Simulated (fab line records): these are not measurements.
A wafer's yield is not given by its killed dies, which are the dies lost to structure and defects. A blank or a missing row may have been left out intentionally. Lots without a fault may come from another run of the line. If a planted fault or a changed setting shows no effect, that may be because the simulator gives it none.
Matching of chambers :: flow n5Finfet :: cvdCo-02 running N5_BEOL_M0_PRE_CLEAN_131: 3 sister chambers
The step time 15 s. 14 wafers are shown with their chamber, then 7 later ones without.

## EACH WAFER AND ITS CHAMBER
wafer: L224.1
chamber: 2
heaterPowerOuterW (W): 8
heaterPowerW (W): 59

wafer: L224.3
chamber: 2
heaterPowerOuterW (W): 9
heaterPowerW (W): 58

wafer: L224.4
chamber: 0
heaterPowerOuterW (W): 16
heaterPowerW (W): 59

wafer: L227.2
chamber: 1
heaterPowerOuterW (W): 14
heaterPowerW (W): 65

wafer: L227.4
chamber: 0
heaterPowerOuterW (W): 17
heaterPowerW (W): 60

wafer: L227.5
chamber: 1
heaterPowerOuterW (W): 14
heaterPowerW (W): 66

wafer: L229.2
chamber: 2
heaterPowerOuterW (W): 9
heaterPowerW (W): 58

wafer: L229.3
chamber: 1
heaterPowerOuterW (W): 14
heaterPowerW (W): 64

wafer: L229.6
chamber: 1
heaterPowerOuterW (W): 14
heaterPowerW (W): 68

wafer: L234.1
chamber: 1
heaterPowerOuterW (W): 14
heaterPowerW (W): 65

wafer: L234.3
chamber: 2
heaterPowerOuterW (W): 8
heaterPowerW (W): 58

wafer: L234.5
chamber: 2
heaterPowerOuterW (W): 9
heaterPowerW (W): 59

wafer: L233.3
chamber: 1
heaterPowerOuterW (W): 14
heaterPowerW (W): 66

wafer: L233.4
chamber: 0
heaterPowerOuterW (W): 18
heaterPowerW (W): 62

SIGNATURES (means of the wafers above)
reading: heaterPowerOuterW
chamber 0: 17.00
chamber 1: 14.00
chamber 2: 8.60
scatter within a chamber: 0.539

reading: heaterPowerW
chamber 0: 60.33
chamber 1: 65.67
chamber 2: 58.40
scatter within a chamber: 1.18
Rule: a wafer lies at a distance from a chamber equal to the root of the sum of squares, over the readings, of (its reading less the chamber's mean, divided by the reading's scatter). If the next closest chamber is less than 2 further off than the closest, the wafer can't be placed; otherwise it belongs to the closest. The scatter: take each reading less its chamber's mean, square it, sum over the shown wafers, divide by the number of wafers less the number of chambers, and take the root.

## WAFERS MISSING THEIR CHAMBER
wafer: L233.6
heaterPowerOuterW (W): 9
heaterPowerW (W): 59

wafer: L237.1
heaterPowerOuterW (W): 14
heaterPowerW (W): 66

wafer: L237.5
heaterPowerOuterW (W): 14
heaterPowerW (W): 65

wafer: L237.6
heaterPowerOuterW (W): 17
heaterPowerW (W): 60

wafer: L242.1
heaterPowerOuterW (W): 17
heaterPowerW (W): 62

wafer: L242.4
heaterPowerOuterW (W): 9
heaterPowerW (W): 59

wafer: L242.5
heaterPowerOuterW (W): 14
heaterPowerW (W): 65

## WHICH CHAMBER EACH ONE RAN IN
wafer: L233.6
from the rows above: 2
in truth: 2

wafer: L237.1
from the rows above: 1
in truth: 1

wafer: L237.5
from the rows above: 1
in truth: 1

wafer: L237.6
from the rows above: 0
in truth: 0

wafer: L242.1
from the rows above: 0
in truth: 0

wafer: L242.4
from the rows above: 2
in truth: 2

wafer: L242.5
from the rows above: 1
in truth: 1
Correct placement for 7 of the 7. Can't be placed from these rows: 0. 0 placed wrongly.
